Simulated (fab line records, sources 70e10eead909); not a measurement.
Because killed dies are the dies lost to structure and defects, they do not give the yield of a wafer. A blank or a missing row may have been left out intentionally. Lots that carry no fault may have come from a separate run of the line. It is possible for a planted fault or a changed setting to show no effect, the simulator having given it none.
Which tool is to blame? :: flow nandHarc :: 24 lots with 72 wafers sampled at 3 steps, on a route of 1159 steps

## WHAT THE GAUGES SHOWED, per wafer
NHARC_P_GATE_CD_MEAS_59: the cd target is 720 nm. Usual: cdNm 719.4 nm, standard deviation 2.4.
lot: L074
measured: day 5 08:32
on: cdSem-02
cdNm (nm): 721.1 721.5 719.3
flag: 

lot: L075
measured: day 5 17:49
on: cdSem-02
cdNm (nm): 718.5 720.4 719.4
flag: 

lot: L077
measured: day 6 01:52
on: cdSem-02
cdNm (nm): 716.4 716.2 718.9
flag: 

lot: L076
measured: day 6 02:10
on: cdSem-03
cdNm (nm): 715.6 717.9 717.3
flag: 

lot: L079
measured: day 6 11:14
on: cdSem-01
cdNm (nm): 719.3 717.8 717.9
flag: 

lot: L078
measured: day 6 10:31
on: cdSem-01
cdNm (nm): 717.3 718.2 718.9
flag: 

lot: L080
measured: day 6 11:52
on: cdSem-03
cdNm (nm): 717.1 717.0 717.5
flag: 

lot: L081
measured: day 7 01:06
on: cdSem-01
cdNm (nm): 718.7 721.3 719.7
flag: 

lot: L082
measured: day 7 05:17
on: cdSem-03
cdNm (nm): 724.6 722.7 725.3
flag: 

lot: L083
measured: day 7 05:31
on: cdSem-03
cdNm (nm): 719.4 719.1 717.9
flag: 

lot: L085
measured: day 7 19:43
on: cdSem-02
cdNm (nm): 718.9 724.6 719.2
flag: 

lot: L084
measured: day 7 20:02
on: cdSem-01
cdNm (nm): 714.7 717.4 716.9
flag: 

lot: L086
measured: day 8 17:49
on: cdSem-02
cdNm (nm): 720.9 718.9 720.2
flag: 

lot: L087
measured: day 8 17:27
on: cdSem-01
cdNm (nm): 722.3 720.6 720.7
flag: 

lot: L088
measured: day 8 23:45
on: cdSem-03
cdNm (nm): 718.2 718.9 720.7
flag: 

lot: L090
measured: day 9 07:44
on: cdSem-01
cdNm (nm): 723.5 721.3 721.4
flag: 

lot: L089
measured: day 9 04:10
on: cdSem-03
cdNm (nm): 719.8 718.6 719.0
flag: 

lot: L092
measured: day 9 19:11
on: cdSem-03
cdNm (nm): 720.3 717.9 719.0
flag: 

lot: L091
measured: day 9 19:14
on: cdSem-01
cdNm (nm): 713.8 714.3 717.0
flag: 

lot: L093
measured: day 10 00:13
on: cdSem-03
cdNm (nm): 718.8 717.1 717.4
flag: 

lot: L094
measured: day 10 08:19
on: cdSem-03
cdNm (nm): 718.2 717.8 716.3
flag: 

lot: L095
measured: day 10 15:01
on: cdSem-02
cdNm (nm): 723.6 721.6 724.1
flag: 

lot: L097
measured: day 10 15:54
on: cdSem-02
cdNm (nm): 717.2 720.4 720.1
flag: 

lot: L096
measured: day 10 15:40
on: cdSem-01
cdNm (nm): 719.8 718.8 719.2
flag: 

## WHICH TOOL RAN EACH LOT (tool, then ch and the chambers of the sampled wafers, then the start)
lot: L074
NHARC_P_GATE_ALD_36: aldSin-04 ch 0,1,3, day 4 20:05
NHARC_P_GATE_ETCHBACK_37: rieDiel-07 ch 0,1,2, day 5 08:32 or earlier

lot: L075
NHARC_P_GATE_ALD_36: aldSin-01 ch 1,3, day 5 03:11
NHARC_P_GATE_ETCHBACK_37: rieDiel-11 ch 0,1,2, day 5 17:49 or earlier

lot: L077
NHARC_P_GATE_ALD_36: aldSin-04 ch 2,3, day 5 14:36
NHARC_P_GATE_ETCHBACK_37: rieDiel-07 ch 1,3, day 6 01:52 or earlier

lot: L076
NHARC_P_GATE_ALD_36: aldSin-01 ch 0,2,3, day 5 14:47
NHARC_P_GATE_ETCHBACK_37: rieDiel-07 ch 0,1, day 6 02:10 or earlier

lot: L079
NHARC_P_GATE_ALD_36: aldSin-04 ch 1,2,3, day 5 22:55
NHARC_P_GATE_ETCHBACK_37: rieDiel-05 ch 1,2, day 6 11:14 or earlier

lot: L078
NHARC_P_GATE_ALD_36: aldSin-03 ch 0,2,3, day 6 00:22
NHARC_P_GATE_ETCHBACK_37: rieDiel-11 ch 0,1,3, day 6 10:31 or earlier

lot: L080
NHARC_P_GATE_ALD_36: aldSin-01 ch 0,2,3, day 6 01:22
NHARC_P_GATE_ETCHBACK_37: rieDiel-07 ch 0,3, day 6 11:52 or earlier

lot: L081
NHARC_P_GATE_ALD_36: aldSin-03 ch 0,3, day 6 12:47
NHARC_P_GATE_ETCHBACK_37: rieDiel-05 ch 1,2, day 7 01:06 or earlier

lot: L082
NHARC_P_GATE_ALD_36: aldSin-04 ch 0,1, day 6 17:00
NHARC_P_GATE_ETCHBACK_37: rieDiel-05 ch 0,2, day 7 05:17 or earlier

lot: L083
NHARC_P_GATE_ALD_36: aldSin-01 ch 0,2, day 6 18:11
NHARC_P_GATE_ETCHBACK_37: rieDiel-05 ch 0,1,3, day 7 05:31 or earlier

lot: L085
NHARC_P_GATE_ALD_36: aldSin-03 ch 0,2,3, day 7 07:24
NHARC_P_GATE_ETCHBACK_37: rieDiel-05 ch 1,2,3, day 7 19:43 or earlier

lot: L084
NHARC_P_GATE_ALD_36: aldSin-04 ch 1,2,3, day 7 10:55
NHARC_P_GATE_ETCHBACK_37: rieDiel-05 ch 1,2, day 7 20:02 or earlier

lot: L086
NHARC_P_GATE_ALD_36: aldSin-03 ch 0,3, day 8 04:55
NHARC_P_GATE_ETCHBACK_37: rieDiel-11 ch 2,3, day 8 17:49 or earlier

lot: L087
NHARC_P_GATE_ALD_36: aldSin-01 ch 0,1,2, day 8 05:47
NHARC_P_GATE_ETCHBACK_37: rieDiel-05 ch 0,1,2, day 8 17:27 or earlier

lot: L088
NHARC_P_GATE_ALD_36: aldSin-04 ch 1,2, day 8 12:22
NHARC_P_GATE_ETCHBACK_37: rieDiel-05 ch 0,1, day 8 23:45 or earlier

lot: L090
NHARC_P_GATE_ALD_36: aldSin-01 ch 0,1,2, day 8 15:12
NHARC_P_GATE_ETCHBACK_37: rieDiel-07 ch 1,2, day 9 07:44 or earlier

lot: L089
NHARC_P_GATE_ALD_36: aldSin-03 ch 0,2, day 8 16:41
NHARC_P_GATE_ETCHBACK_37: rieDiel-05 ch 0,1, day 9 04:10 or earlier

lot: L092
NHARC_P_GATE_ALD_36: aldSin-04 ch 0,1, day 9 06:43
NHARC_P_GATE_ETCHBACK_37: rieDiel-05 ch 0,2,3, day 9 19:11 or earlier

lot: L091
NHARC_P_GATE_ALD_36: aldSin-01 ch 1,2,3, day 9 06:53
NHARC_P_GATE_ETCHBACK_37: rieDiel-11 ch 0,1,2, day 9 19:14 or earlier

lot: L093
NHARC_P_GATE_ALD_36: aldSin-03 ch 1,3, day 9 13:04
NHARC_P_GATE_ETCHBACK_37: rieDiel-05 ch 0,2,3, day 10 00:13 or earlier

lot: L094
NHARC_P_GATE_ALD_36: aldSin-04 ch 1,3, day 9 21:05
NHARC_P_GATE_ETCHBACK_37: rieDiel-11 ch 1,2,3, day 10 08:19 or earlier

lot: L095
NHARC_P_GATE_ALD_36: aldSin-01 ch 0,3, day 10 02:34
NHARC_P_GATE_ETCHBACK_37: rieDiel-05 ch 0,1,2, day 10 15:01 or earlier

lot: L097
NHARC_P_GATE_ALD_36: aldSin-03 ch 0,1,2, day 10 03:11
NHARC_P_GATE_ETCHBACK_37: rieDiel-05 ch 0,1,3, day 10 15:54 or earlier

lot: L096
NHARC_P_GATE_ALD_36: aldSin-04 ch 0,1, day 10 04:30
NHARC_P_GATE_ETCHBACK_37: rieDiel-05 ch 0,2, day 10 15:40 or earlier
- NHARC_P_GATE_ALD_36: deposits SiNx, target thk 20 nm, pulse time 60 s, ald cycles 223.
- NHARC_P_GATE_ETCHBACK_37: etches the open film in CHF3/O2, target depth 34.5 nm, time 17.2 s.

## WHAT THE TOOLS THEMSELVES READ (means of the sampled wafers that have a number; where no wafer has one, the mark that the record gives instead)
NHARC_P_GATE_ALD_36. Usual: heaterPowerW 836 W, standard deviation 84; precursorPulseHeightRel 0.999, standard deviation 0.02.
lot: L074
tool: aldSin-04
heaterPowerW (W): 888
precursorPulseHeightRel: 0.994
flag: 

lot: L075
tool: aldSin-01
heaterPowerW (W): 849
precursorPulseHeightRel: 0.979
flag: 

lot: L077
tool: aldSin-04
heaterPowerW (W): 961
precursorPulseHeightRel: 1.001
flag: 

lot: L076
tool: aldSin-01
heaterPowerW (W): 798
precursorPulseHeightRel: 0.989
flag: 

lot: L079
tool: aldSin-04
heaterPowerW (W): 912
precursorPulseHeightRel: 1.001
flag: 

lot: L078
tool: aldSin-03
heaterPowerW (W): 783
precursorPulseHeightRel: 0.993
flag: 

lot: L080
tool: aldSin-01
heaterPowerW (W): 815
precursorPulseHeightRel: 0.994
flag: 

lot: L081
tool: aldSin-03
heaterPowerW (W): 743
precursorPulseHeightRel: 0.976
flag: 

lot: L082
tool: aldSin-04
heaterPowerW (W): 866
precursorPulseHeightRel: 0.990
flag: 

lot: L083
tool: aldSin-01
heaterPowerW (W): 781
precursorPulseHeightRel: 0.993
flag: 

lot: L085
tool: aldSin-03
heaterPowerW (W): 793
precursorPulseHeightRel: 1.000
flag: 

lot: L084
tool: aldSin-04
heaterPowerW (W): 939
precursorPulseHeightRel: 0.985
flag: 

lot: L086
tool: aldSin-03
heaterPowerW (W): 734
precursorPulseHeightRel: 0.999
flag: 

lot: L087
tool: aldSin-01
heaterPowerW (W): 793
precursorPulseHeightRel: 1.004
flag: 

lot: L088
tool: aldSin-04
heaterPowerW (W): 925
precursorPulseHeightRel: 0.990
flag: 

lot: L090
tool: aldSin-01
heaterPowerW (W): 795
precursorPulseHeightRel: 0.996
flag: 

lot: L089
tool: aldSin-03
heaterPowerW (W): 840
precursorPulseHeightRel: 1.003
flag: 

lot: L092
tool: aldSin-04
heaterPowerW (W): 845
precursorPulseHeightRel: 1.002
flag: 

lot: L091
tool: aldSin-01
heaterPowerW (W): 801
precursorPulseHeightRel: 1.023
flag: 

lot: L093
tool: aldSin-03
heaterPowerW (W): 730
precursorPulseHeightRel: 0.993
flag: 

lot: L094
tool: aldSin-04
heaterPowerW (W): 859
precursorPulseHeightRel: 0.982
flag: 

lot: L095
tool: aldSin-01
heaterPowerW (W): 869
precursorPulseHeightRel: 0.991
flag: 

lot: L097
tool: aldSin-03
heaterPowerW (W): 779
precursorPulseHeightRel: 1.002
flag: 

lot: L096
tool: aldSin-04
heaterPowerW (W): 830
precursorPulseHeightRel: 1.020
flag: 

NHARC_P_GATE_ETCHBACK_37. Usual: biasW 200.0 W, standard deviation 0.61; drypumpMotorCurrentA 5.6 A, standard deviation 0.39; oesProductAu 0.95 a.u., standard deviation 0.035; rfVppV 369.3 V, standard deviation 2; showerheadPlenumPTorr 2.34 Torr, standard deviation 0.083; throttleValvePct 20.571 %, standard deviation 0.0097.
lot: L074
tool: rieDiel-07
biasW (W): 199.8
drypumpMotorCurrentA (A): 6.1
oesProductAu (a.u.): 0.93
rfVppV (V): 370.1
showerheadPlenumPTorr (Torr): 2.39
throttleValvePct (%): 20.571
flag: 

lot: L075
tool: rieDiel-11
biasW (W): 199.4
drypumpMotorCurrentA (A): 5.4
oesProductAu (a.u.): 0.91
rfVppV (V): 368.8
showerheadPlenumPTorr (Torr): 2.37
throttleValvePct (%): 20.570
flag: 

lot: L077
tool: rieDiel-07
biasW (W): 199.9
drypumpMotorCurrentA (A): 5.7
oesProductAu (a.u.): 0.94
rfVppV (V): 373.9
showerheadPlenumPTorr (Torr): 2.56
throttleValvePct (%): 20.573
flag: 

lot: L076
tool: rieDiel-07
biasW (W): 200.3
drypumpMotorCurrentA (A): 6.0
oesProductAu (a.u.): 0.94
rfVppV (V): 371.2
showerheadPlenumPTorr (Torr): 2.42
throttleValvePct (%): 20.581
flag: 

lot: L079
tool: rieDiel-05
biasW (W): 199.7
drypumpMotorCurrentA (A): 5.5
oesProductAu (a.u.): 0.92
rfVppV (V): 368.4
showerheadPlenumPTorr (Torr): 2.33
throttleValvePct (%): 20.583
flag: 

lot: L078
tool: rieDiel-11
biasW (W): 200.7
drypumpMotorCurrentA (A): 5.5
oesProductAu (a.u.): 0.92
rfVppV (V): 369.5
showerheadPlenumPTorr (Torr): 2.36
throttleValvePct (%): 20.568
flag: 

lot: L080
tool: rieDiel-07
biasW (W): 199.3
drypumpMotorCurrentA (A): 5.4
oesProductAu (a.u.): 0.94
rfVppV (V): 372.7
showerheadPlenumPTorr (Torr): 2.48
throttleValvePct (%): 20.574
flag: 

lot: L081
tool: rieDiel-05
biasW (W): 200.2
drypumpMotorCurrentA (A): 5.5
oesProductAu (a.u.): 0.92
rfVppV (V): 369.0
showerheadPlenumPTorr (Torr): 2.33
throttleValvePct (%): 20.564
flag: 

lot: L082
tool: rieDiel-05
biasW (W): 199.6
drypumpMotorCurrentA (A): 5.6
oesProductAu (a.u.): 0.99
rfVppV (V): 368.1
showerheadPlenumPTorr (Torr): 2.29
throttleValvePct (%): 20.568
flag: 

lot: L083
tool: rieDiel-05
biasW (W): 200.3
drypumpMotorCurrentA (A): 5.5
oesProductAu (a.u.): 0.95
rfVppV (V): 367.6
showerheadPlenumPTorr (Torr): 2.31
throttleValvePct (%): 20.570
flag: 

lot: L085
tool: rieDiel-05
biasW (W): 200.2
drypumpMotorCurrentA (A): 5.5
oesProductAu (a.u.): 0.93
rfVppV (V): 368.3
showerheadPlenumPTorr (Torr): 2.33
throttleValvePct (%): 20.573
flag: 

lot: L084
tool: rieDiel-05
biasW (W): 198.9
drypumpMotorCurrentA (A): 5.5
oesProductAu (a.u.): 0.92
rfVppV (V): 369.1
showerheadPlenumPTorr (Torr): 2.33
throttleValvePct (%): 20.573
flag: 

lot: L086
tool: rieDiel-11
biasW (W): 200.2
drypumpMotorCurrentA (A): 5.2
oesProductAu (a.u.): 0.98
rfVppV (V): 369.5
showerheadPlenumPTorr (Torr): 2.31
throttleValvePct (%): 20.565
flag: 

lot: L087
tool: rieDiel-05
biasW (W): 199.9
drypumpMotorCurrentA (A): 5.5
oesProductAu (a.u.): 0.99
rfVppV (V): 368.7
showerheadPlenumPTorr (Torr): 2.31
throttleValvePct (%): 20.574
flag: 

lot: L088
tool: rieDiel-05
biasW (W): 200.1
drypumpMotorCurrentA (A): 5.5
oesProductAu (a.u.): 0.92
rfVppV (V): 368.9
showerheadPlenumPTorr (Torr): 2.32
throttleValvePct (%): 20.572
flag: 

lot: L090
tool: rieDiel-07
biasW (W): 199.9
drypumpMotorCurrentA (A): 6.5
oesProductAu (a.u.): 0.93
rfVppV (V): 371.3
showerheadPlenumPTorr (Torr): 2.45
throttleValvePct (%): 20.568
flag: 

lot: L089
tool: rieDiel-05
biasW (W): 200.5
drypumpMotorCurrentA (A): 5.5
oesProductAu (a.u.): 1.00
rfVppV (V): 368.2
showerheadPlenumPTorr (Torr): 2.29
throttleValvePct (%): 20.574
flag: 

lot: L092
tool: rieDiel-05
biasW (W): 200.6
drypumpMotorCurrentA (A): 5.6
oesProductAu (a.u.): 0.94
rfVppV (V): 369.3
showerheadPlenumPTorr (Torr): 2.30
throttleValvePct (%): 20.572
flag: 

lot: L091
tool: rieDiel-11
biasW (W): 199.8
drypumpMotorCurrentA (A): 5.4
oesProductAu (a.u.): 0.99
rfVppV (V): 369.7
showerheadPlenumPTorr (Torr): 2.35
throttleValvePct (%): 20.575
flag: 

lot: L093
tool: rieDiel-05
biasW (W): 199.9
drypumpMotorCurrentA (A): 5.6
oesProductAu (a.u.): 0.92
rfVppV (V): 368.2
showerheadPlenumPTorr (Torr): 2.30
throttleValvePct (%): 20.564
flag: 

lot: L094
tool: rieDiel-11
biasW (W): 200.2
drypumpMotorCurrentA (A): 5.2
oesProductAu (a.u.): 1.01
rfVppV (V): 368.0
showerheadPlenumPTorr (Torr): 2.30
throttleValvePct (%): 20.571
flag: 

lot: L095
tool: rieDiel-05
biasW (W): 199.9
drypumpMotorCurrentA (A): 5.5
oesProductAu (a.u.): 0.92
rfVppV (V): 368.0
showerheadPlenumPTorr (Torr): 2.30
throttleValvePct (%): 20.564
flag: 

lot: L097
tool: rieDiel-05
biasW (W): 200.2
drypumpMotorCurrentA (A): 5.5
oesProductAu (a.u.): 1.00
rfVppV (V): 368.5
showerheadPlenumPTorr (Torr): 2.30
throttleValvePct (%): 20.567
flag: 

lot: L096
tool: rieDiel-05
biasW (W): 200.7
drypumpMotorCurrentA (A): 5.6
oesProductAu (a.u.): 0.92
rfVppV (V): 367.7
showerheadPlenumPTorr (Torr): 2.30
throttleValvePct (%): 20.573
flag: 

## THE ANSWER, worked out from the rows above alone
Rule: take the mean of a lot's wafers that have a number; if it is more than 3 standard deviations from the usual mean, the lot is off. A lot without any number at a reading at which 4 lots or more have one is off too. Where the step has rows for the other lots, those lots are counted as sound. First the gauges in route order, then the tools' own readings, where a lot's mean is used as printed above. At the first step where some lot is off, the reading lying furthest off is the one used; lots without a number count as furthest.
Nothing can be told from this: no lot is off at any reading shown.

## WHAT WAS PUT IN BY THE SIMULATOR
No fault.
